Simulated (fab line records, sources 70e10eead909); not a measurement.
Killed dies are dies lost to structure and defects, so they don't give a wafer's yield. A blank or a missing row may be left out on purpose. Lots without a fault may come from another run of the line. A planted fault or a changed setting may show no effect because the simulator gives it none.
Which tool did it? | flow nand_harc | 14 lots, 42 wafers sampled, at 4 steps of a route of 1159

WHAT THE GAUGES READ, wafer by wafer
The record holds no reading of a measuring or inspecting step that can be judged against a usual standard deviation.

WHICH TOOL RAN EACH LOT (tool, then ch and the chambers of the sampled wafers, then the start)
lot  | NHARC_A_BONDPAD_DEGAS_25     | NHARC_THIN_TSV_DEP_43           | NHARC_THIN_TSV_EXPOSE_09          | NHARC_THIN_TSV_DEP_47
L723 | pvd_sputter-03, day 18 12:47 | pecvd-03 ch 0,1,2, day 19 04:29 | krf_scanner-03 ch 0, day 19 05:02 | pecvd-03 ch 0,1,2, day 19 07:17
L724 | pvd_sputter-03, day 19 04:19 | pecvd-02 ch 0,2, day 19 20:00   | krf_scanner-01 ch 0, day 19 20:40 | pecvd-02 ch 0,1,2, day 19 22:49
L726 | pvd_sputter-02, day 19 07:26 | pecvd-02 ch 0,1,2, day 19 21:19 | krf_scanner-03 ch 0, day 19 21:53 | pecvd-03 ch 0,1,2, day 20 00:00
L727 | pvd_sputter-03, day 19 09:55 | pecvd-03 ch 0,1,2, day 19 22:33 | krf_scanner-03 ch 0, day 19 22:59 | pecvd-03 ch 0,1,2, day 20 01:05
L728 | pvd_sputter-01, day 19 19:55 | pecvd-02 ch 0,2, day 20 09:17   | krf_scanner-01 ch 0, day 20 09:58 | pecvd-03 ch 0,2, day 20 12:02
L729 | pvd_sputter-01, day 20 02:34 | pecvd-04 ch 0,1, day 20 16:08   | krf_scanner-03 ch 0, day 20 16:46 | pecvd-02 ch 0,2, day 20 18:50
L731 | pvd_sputter-01, day 20 07:16 | pecvd-02 ch 0,1,2, day 20 21:46 | krf_scanner-03 ch 0, day 20 22:26 | pecvd-02 ch 0,1,2, day 21 00:42
L732 | pvd_sputter-03, day 21 05:31 | pecvd-03 ch 0,2, day 21 21:26   | krf_scanner-03 ch 0, day 21 22:07 | pecvd-04 ch 0,1,2, day 22 00:14
L735 | pvd_sputter-01, day 22 09:13 | pecvd-03 ch 1,2, day 23 02:43   | krf_scanner-03, day 23 03:16      | pecvd-03 ch 0,1,2, day 23 05:16
L738 | pvd_sputter-03, day 22 14:29 | pecvd-03 ch 0,2, day 23 04:00   | krf_scanner-03, day 23 04:28      | pecvd-03 ch 0,1,2, day 23 06:31
L741 | pvd_sputter-03, day 22 14:55 | pecvd-04 ch 0,1, day 23 07:31   | krf_scanner-03 ch 0, day 23 08:11 | pecvd-04 ch 1,2, day 23 10:13
L740 | pvd_sputter-03, day 22 15:25 | pecvd-02 ch 0,2, day 23 06:20   | krf_scanner-01 ch 0, day 23 07:02 | pecvd-02 ch 0,1,2, day 23 09:02
L743 | pvd_sputter-02, day 23 08:13 | pecvd-02 ch 0,2, day 23 23:25   | krf_scanner-04 ch 0, day 24 00:06 | pecvd-04 ch 0,1,2, day 24 02:08
L744 | pvd_sputter-01, day 23 14:08 | pecvd-03 ch 0,1,2, day 24 03:45 | krf_scanner-01 ch 0, day 24 04:25 | pecvd-02 ch 0,1,2, day 24 06:32
- NHARC_A_BONDPAD_DEGAS_25: time 60 s.
- NHARC_THIN_TSV_DEP_43: deposits SiO2, target thk 1328.5 nm.
- NHARC_THIN_TSV_EXPOSE_09: exposes mask TSV.
- NHARC_THIN_TSV_DEP_47: deposits SiO2, target thk 200 nm.

WHAT THE TOOLS THEMSELVES READ (means of the sampled wafers that have a number; where no wafer has one, the mark that the record gives instead)
NHARC_A_BONDPAD_DEGAS_25.
lot  | tool           | heater_power_w (W)
L723 | pvd_sputter-03 | 518
L724 | pvd_sputter-03 | 534
L726 | pvd_sputter-02 | 505
L727 | pvd_sputter-03 | 505
L728 | pvd_sputter-01 | 486
L729 | pvd_sputter-01 | 462
L731 | pvd_sputter-01 | 485
L732 | pvd_sputter-03 | 523
L735 | pvd_sputter-01 | 395
L738 | pvd_sputter-03 | 531
L741 | pvd_sputter-03 | 502
L740 | pvd_sputter-03 | 489
L743 | pvd_sputter-02 | 495
L744 | pvd_sputter-01 | 454

NHARC_THIN_TSV_DEP_43.
lot  | tool     | throttle_valve_pct (%)
L723 | pecvd-03 | 16.4
L724 | pecvd-02 | 16.3
L726 | pecvd-02 | 15.8
L727 | pecvd-03 | 16.3
L728 | pecvd-02 | 16.3
L729 | pecvd-04 | 15.8
L731 | pecvd-02 | 15.8
L732 | pecvd-03 | 16.2
L735 | pecvd-03 | 15.9
L738 | pecvd-03 | 16.2
L741 | pecvd-04 | 16.1
L740 | pecvd-02 | 16.0
L743 | pecvd-02 | 15.9
L744 | pecvd-03 | 16.1

NHARC_THIN_TSV_EXPOSE_09.
lot  | tool           | exposure_dose_mJ_cm2 | focus_offset_nm (nm)
L723 | krf_scanner-03 | 30.696               | -0.1
L724 | krf_scanner-01 | 30.708               | -1.0
L726 | krf_scanner-03 | 30.682               | -0.4
L727 | krf_scanner-03 | 30.681               | -0.0
L728 | krf_scanner-01 | 30.748               | -0.2
L729 | krf_scanner-03 | 30.694               | 0.7
L731 | krf_scanner-03 | 30.706               | 0.2
L732 | krf_scanner-03 | 30.720               | -0.3
L735 | krf_scanner-03 | -                    | -
L738 | krf_scanner-03 | -                    | -
L741 | krf_scanner-03 | 30.732               | -0.7
L740 | krf_scanner-01 | 30.724               | -0.4
L743 | krf_scanner-04 | 30.702               | -0.2
L744 | krf_scanner-01 | 30.730               | 0.5

NHARC_THIN_TSV_DEP_47.
lot  | tool     | throttle_valve_pct (%)
L723 | pecvd-03 | 16.3
L724 | pecvd-02 | 16.0
L726 | pecvd-03 | 16.4
L727 | pecvd-03 | 16.6
L728 | pecvd-03 | 16.2
L729 | pecvd-02 | 16.3
L731 | pecvd-02 | 16.0
L732 | pecvd-04 | 16.1
L735 | pecvd-03 | 16.1
L738 | pecvd-03 | 16.0
L741 | pecvd-04 | 16.3
L740 | pecvd-02 | 15.8
L743 | pecvd-04 | 16.3
L744 | pecvd-02 | 15.9

THE ANSWER, worked out from the rows above alone
Rule: what is usual is taken from the lots themselves. Put in order of their means at a reading, lots are off if they are a third of the lots or fewer, leave a main group of 4 or more, and stand apart from it by a gap of 3 or more times the standard deviation of the main group's means; of several such gaps the widest counts. A main group whose means are all the same, to the digits that the tables above print for the reading, isn't used. A lot without any number at a reading at which 4 lots or more have one is off too. The other lots that the step has rows for count as sound. The gauges are gone through in route order, then the tools' own readings, and for those a lot's mean is taken as printed above. The first step at which some lot is off is used, and at that step the reading that is off furthest; a lot without a number counts as furthest.
Off: L735, L738, at NHARC_THIN_TSV_EXPOSE_09 (exposure_dose_mJ_cm2). Without a number there: L735, L738. The main group: mean 30.710, standard deviation 0.02.
A tool fits if, at that step or a process step before it, it ran every lot that is off, and no sound lot after the first of them. None of those tried fits.

WHAT THE SIMULATOR HAD PUT IN
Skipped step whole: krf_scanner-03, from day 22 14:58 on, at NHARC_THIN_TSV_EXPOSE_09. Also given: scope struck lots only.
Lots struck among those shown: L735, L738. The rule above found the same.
